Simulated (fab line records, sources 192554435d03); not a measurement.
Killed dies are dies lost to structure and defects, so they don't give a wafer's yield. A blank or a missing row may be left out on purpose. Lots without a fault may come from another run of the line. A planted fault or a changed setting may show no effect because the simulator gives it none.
Chamber matching | flow n5_finfet | N5_BEOL_M7_DESCUM_16 on rie_diel-02: 4 sister chambers
The step chemistry O2, time 7.9 s. 8 wafers are shown with their chamber, then 7 later ones without.

WAFERS WITH THEIR CHAMBER
wafer  | chamber | showerhead_plenum_p_Torr (Torr) | drypump_motor_current_A (A)
L074.2 | 1       | 2.03                            | 5.67
L079.1 | 1       | 2.03                            | 5.66
L080.4 | 0       | 2.16                            | 5.12
L080.5 | 3       | 2.00                            | 5.35
L083.4 | 3       | 2.00                            | 5.34
L083.6 | 2       | 2.12                            | 5.82
L086.1 | 2       | 2.11                            | 5.80
L086.2 | 0       | 2.16                            | 5.11

WAFERS WITHOUT THEIR CHAMBER
wafer  | showerhead_plenum_p_Torr (Torr) | drypump_motor_current_A (A)
L086.4 | 2.02                            | 5.65
L090.3 | 1.99                            | 5.35
L090.5 | 1.99                            | 5.34
L090.6 | 2.15                            | 5.12
L092.2 | 2.02                            | 5.64
L092.4 | 2.11                            | 5.84
L092.6 | 1.99                            | 5.36

WHICH CHAMBER EACH WENT THROUGH
wafer  | from the rows above | in truth
L086.4 | 1                   | 1
L090.3 | 3                   | 3
L090.5 | 3                   | 3
L090.6 | 0                   | 0
L092.2 | 1                   | 1
L092.4 | 2                   | 2
L092.6 | 3                   | 3
Placed correctly: 7 of 7. Can't be placed from these rows: 0. Placed wrongly: 0.
How it was worked out, from the rows above alone: a wafer's distance from a chamber is the root of the sum, over the readings, of the square of ((its reading less the chamber's mean) divided by the reading's scatter). The wafer belongs to the nearest chamber; if the next one is less than 2 further off, it can't be placed. A chamber's mean is the mean of its shown wafers. The scatter: the root of (the sum of the squares of (reading less its chamber's mean) over the shown wafers, divided by (wafers less chambers)).
